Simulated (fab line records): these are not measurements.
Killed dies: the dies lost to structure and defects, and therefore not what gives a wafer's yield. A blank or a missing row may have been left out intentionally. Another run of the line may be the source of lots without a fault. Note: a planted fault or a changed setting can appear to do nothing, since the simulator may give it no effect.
Lot-split experiment -- flow n5_finfet -- 7 lots, 21 wafers read, on a route of 1938 steps

== THE SPLIT ITSELF ==
At N5_MOL_CONTACT_COAG_CVD_140 (deposits W, target thk 66.5 nm, time 215 s), the setting target_thk_a was moved away from the recipe's 665 angstrom on 7 of the 21 wafers read, by -11.2% to +12.6%. All remaining wafers had this setting at the recipe value.

The reading is taken at the split's own step.

== THE READING ==
W_of_MOL_CONTACT_COAG_CVD_140.thk_nm (the simulator's own value, which no gauge read), in nm, at N5_MOL_CONTACT_COAG_CVD_140 (deposits W, target thk 66.5 nm, time 215 s). There is no usual value for it anywhere in the file. The 14 wafers here that ran the recipe average 66.7 nm, standard deviation 0.63 nm.

wafer,"tool, chamber at the split","target_thk_a as run, angstrom",against the recipe,"W_of_MOL_CONTACT_COAG_CVD_140.thk_nm, nm",against lot-mates on the recipe
L078.1,"cvd_w-01, 0",665,recipe,67,-
L078.4,"cvd_w-01, 0",665,recipe,67,-
L078.6,"cvd_w-01, 0",665,recipe,66.4,-
L079.2,"cvd_w-01, 1,0",665,recipe,66.8,-
L079.3,"cvd_w-01, 1,0",665,recipe,66.8,-
L079.5,"cvd_w-01, 0",712.2,+7.1%,71.8,+5.0
L089.2,"cvd_w-01, 1",720.2,+8.3%,71,+5.6
L089.4,"cvd_w-01, 0",720.2,+8.3%,71.8,+6.4
L089.5,"cvd_w-01, 1",665,recipe,65.4,-
L091.1,"cvd_w-01, 1",590.7,-11.2%,59.8,-7.6
L091.3,"cvd_w-01, 0",590.7,-11.2%,60.8,-6.6
L091.4,"cvd_w-01, 1",665,recipe,67.4,-
L092.2,"cvd_w-02, 0",665,recipe,65.8,-
L092.3,"cvd_w-02, 0",748.7,+12.6%,73.6,+7.7
L092.5,"cvd_w-02, 1",665,recipe,66,-
L093.3,"cvd_w-01, 0",665,recipe,67.8,-
L093.5,"cvd_w-01, 0",665,recipe,67.2,-
L093.6,"cvd_w-01, 1",634.1,-4.6%,64,-3.5
L097.2,"cvd_w-02, 0",665,recipe,66.4,-
L097.3,"cvd_w-02, 0",665,recipe,67.2,-
L097.4,"cvd_w-02, 1",665,recipe,66.8,-
The file does not say which wafer passed through which chamber wherever a row lists several chambers: such a row stands for several wafers.

FIT RESULTS
A straight line over all 21 wafers: W_of_MOL_CONTACT_COAG_CVD_140.thk_nm changes by +0.577 nm for each +1% of target_thk_a; r = +0.98; the points scatter about the line by 0.63 nm.
The same after taking each lot's own level away (the mean of its wafers on the recipe; 21 wafers): +0.658 nm for each +1%; r = +0.99; scatter 0.39 nm.
Per that fit: largest target_thk_a move, reading shift of 8.3 nm.
Across the lots, their own levels run from 65.40 to 67.50 nm, a range of 3.3 times the standard deviation given above.
So the slope is not independent of the lot-to-lot level: the two fits are not the same.
Check: with one of the wafers moved furthest among these (+12.6%) left out of the fit, the line predicts +8.58 nm for it against its lot-mates. Against them it came out at +7.7 nm.

== OTHER SPLITS ON THESE WAFERS ==
Note: prior to the reading, these wafers also went through further splits. Each is held against what the fit with the lots' levels taken away leaves over:
other split on the same wafers,wafers away from the commonest value,r with W_of_MOL_CONTACT_COAG_CVD_140.thk_nm (lot level and that fit taken away)
N5_SD_EPI_P_COAT_34 spin_rpm,9,-0.08
N5_SDB_COAT_04 spin_rpm,5,-0.03
N5_SDB_ALD_29 ald_cycles,6,-0.25
N5_MOL_CONTACT_COAG_COAT_104 spin_rpm,6,-0.12
N5_MOL_CONTACT_COAG_EXPOSE_05 dose_mj,5,+0.14
N5_MOL_CONTACT_COAG_ETCH_91 time_s,9,-0.10
N5_MOL_CONTACT_COAG_ETCHBACK_135 time_s,12,+0.21

== FILE'S OWN FIT ==
W_of_MOL_CONTACT_COAG_CVD_140.thk_nm changes by +0.655 nm for each +1% of target_thk_a, r = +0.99.
